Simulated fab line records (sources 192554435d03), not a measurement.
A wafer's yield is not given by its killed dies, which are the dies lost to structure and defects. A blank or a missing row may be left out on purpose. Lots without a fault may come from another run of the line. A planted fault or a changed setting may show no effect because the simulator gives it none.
Matching of chambers	flow n5-finfet	N5_BEOL_M0_SAQP_ALD_48 on ald-sin-02: 4 sister chambers
The step deposits SiO2, target thk 20 nm, pulse time 1 s, co reactant pulse time 1 s. 4 wafers are shown with their chamber, then 6 later ones without.

== WAFERS WITH THEIR CHAMBER ==
wafer	chamber	heater-power-w (W)
L757.2	1	73
L758.1	3	79
L758.2	2	80
L758.6	0	74

== WAFERS WITH NO CHAMBER GIVEN ==
wafer	heater-power-w (W)
L769.1	78
L769.3	71
L769.4	74
L770.2	74
L770.4	74
L770.5	78

== CHAMBER TAKEN BY EACH ==
wafer	from the rows above	in truth
L769.1	can't be placed: 3 or 2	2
L769.3	can't be placed: 1 or 0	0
L769.4	can't be placed: 0 or 1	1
L770.2	can't be placed: 0 or 1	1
L770.4	can't be placed: 0 or 1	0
L770.5	can't be placed: 3 or 2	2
Correct placement for 0 of the 6. Can't be placed from these rows: 6 (the true chamber is among the candidates in 6). 0 placed wrongly.
How it was worked out, from the rows above alone: a wafer's distance from a chamber is the root of the sum, over the readings, of the square of ((its reading less the chamber's mean) divided by the reading's scatter). If the next closest chamber is less than 2 further off than the closest, the wafer can't be placed; otherwise it belongs to the closest. Each chamber's mean is taken over the wafers shown for it. The scatter: with one shown wafer a chamber, the root of the mean of the squares of how far each hidden wafer lies from its nearest shown one.
